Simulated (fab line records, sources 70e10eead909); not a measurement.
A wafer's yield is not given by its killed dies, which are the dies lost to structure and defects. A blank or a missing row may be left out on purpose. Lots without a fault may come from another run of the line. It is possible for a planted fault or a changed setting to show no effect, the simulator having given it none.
Which tool was responsible? || flow nand-harc || 17 wafers from 6 lots sampled at 5 of the route's 1302 steps

## WHAT THE GAUGES SHOWED, per wafer
NHARC_END_SORT_01.
{"lot": "L683", "measured": "day 26 12:02", "on": "prober-01", "killed-at-array": "673 19"}
{"lot": "L687", "measured": "day 28 20:37", "on": "prober-02", "killed-at-array": "43 49 51"}

## EACH LOT AND THE TOOL THAT RAN IT (in order: tool; ch and the chambers of the sampled wafers; start)
{"lot": "L678", "NHARC_A_STAIRCASE_TRIM_226": "rie-diel-09 ch 0,1,2, day 16 06:22 or earlier", "NHARC_A_STAIRCASE_ETCH_227": "rie-diel-09 ch 1,2,3, day 16 06:22 or earlier", "NHARC_A_STAIRCASE_TRIM_231": "rie-diel-13 ch 1,3, day 16 06:22 or earlier", "NHARC_A_STAIRCASE_ETCH_234": "rie-diel-13 ch 0,1,3, day 16 06:22"}
{"lot": "L681", "NHARC_A_STAIRCASE_TRIM_226": "rie-diel-13 ch 0,3, day 17 02:04 or earlier", "NHARC_A_STAIRCASE_ETCH_227": "rie-diel-13 ch 0,1, day 17 02:04 or earlier", "NHARC_A_STAIRCASE_TRIM_231": "rie-diel-13 ch 2,3, day 17 02:04 or earlier", "NHARC_A_STAIRCASE_ETCH_234": "rie-diel-13 ch 2,3, day 17 02:04"}
{"lot": "L683", "NHARC_A_STAIRCASE_TRIM_226": "rie-diel-13 ch 2,3, day 18 09:10 or earlier", "NHARC_A_STAIRCASE_ETCH_227": "rie-diel-13 ch 1,2, day 18 09:10 or earlier", "NHARC_A_STAIRCASE_TRIM_231": "rie-diel-09 ch 2, day 18 09:10 or earlier", "NHARC_A_STAIRCASE_ETCH_234": "rie-diel-09 ch 1,2, day 18 09:10"}
{"lot": "L687", "NHARC_A_STAIRCASE_TRIM_226": "rie-diel-12 ch 1,2, day 20 11:41 or earlier", "NHARC_A_STAIRCASE_ETCH_227": "rie-diel-12 ch 1,2, day 20 11:41 or earlier", "NHARC_A_STAIRCASE_TRIM_231": "rie-diel-13 ch 1,2,3, day 20 11:41 or earlier", "NHARC_A_STAIRCASE_ETCH_234": "rie-diel-13 ch 1,2,3, day 20 11:41"}
{"lot": "L695", "NHARC_A_STAIRCASE_TRIM_226": "rie-diel-12 ch 1,2, day 23 21:34 or earlier", "NHARC_A_STAIRCASE_ETCH_227": "rie-diel-12 ch 0,1,2, day 23 21:34 or earlier", "NHARC_A_STAIRCASE_TRIM_231": "rie-diel-09 ch 0,2,3, day 23 21:34 or earlier", "NHARC_A_STAIRCASE_ETCH_234": "rie-diel-09 ch 0,1,3, day 23 21:34"}
{"lot": "L696", "NHARC_A_STAIRCASE_TRIM_226": "rie-diel-12 ch 0,2,3, day 25 01:49 or earlier", "NHARC_A_STAIRCASE_ETCH_227": "rie-diel-12 ch 0,2,3, day 25 01:49 or earlier", "NHARC_A_STAIRCASE_TRIM_231": "rie-diel-13 ch 0,1,3, day 25 01:49 or earlier", "NHARC_A_STAIRCASE_ETCH_234": "rie-diel-13 ch 0,1, day 25 01:49"}
- NHARC_A_STAIRCASE_TRIM_226: chemistry O2, time 211.2 s.
- NHARC_A_STAIRCASE_ETCH_227: etches the open film in C4F8/O2, target depth 100 nm, time 40.5 s.
- NHARC_A_STAIRCASE_TRIM_231: chemistry O2, time 211.2 s.
- NHARC_A_STAIRCASE_ETCH_234: etches the open film in C4F8/O2, target depth 100 nm, time 40.5 s.

## THE ANSWER, worked out from the rows above alone
Rule: what is usual is taken from the lots themselves. Put in order of their means at a reading, lots are off if they are a third of the lots or fewer, leave a main group of 4 or more, and stand apart from it by a gap of 3 or more times the standard deviation of the main group's means; of several such gaps the widest counts. A main group is skipped when, at the precision printed for the reading in the tables above, its means are all equal. A lot without any number at a reading at which 4 lots or more have one is off too. All remaining lots with rows at the step are treated as sound.
No lot is off at any reading shown: from this, nothing can be told.

## WHAT HAD BEEN PUT IN BY THE SIMULATOR
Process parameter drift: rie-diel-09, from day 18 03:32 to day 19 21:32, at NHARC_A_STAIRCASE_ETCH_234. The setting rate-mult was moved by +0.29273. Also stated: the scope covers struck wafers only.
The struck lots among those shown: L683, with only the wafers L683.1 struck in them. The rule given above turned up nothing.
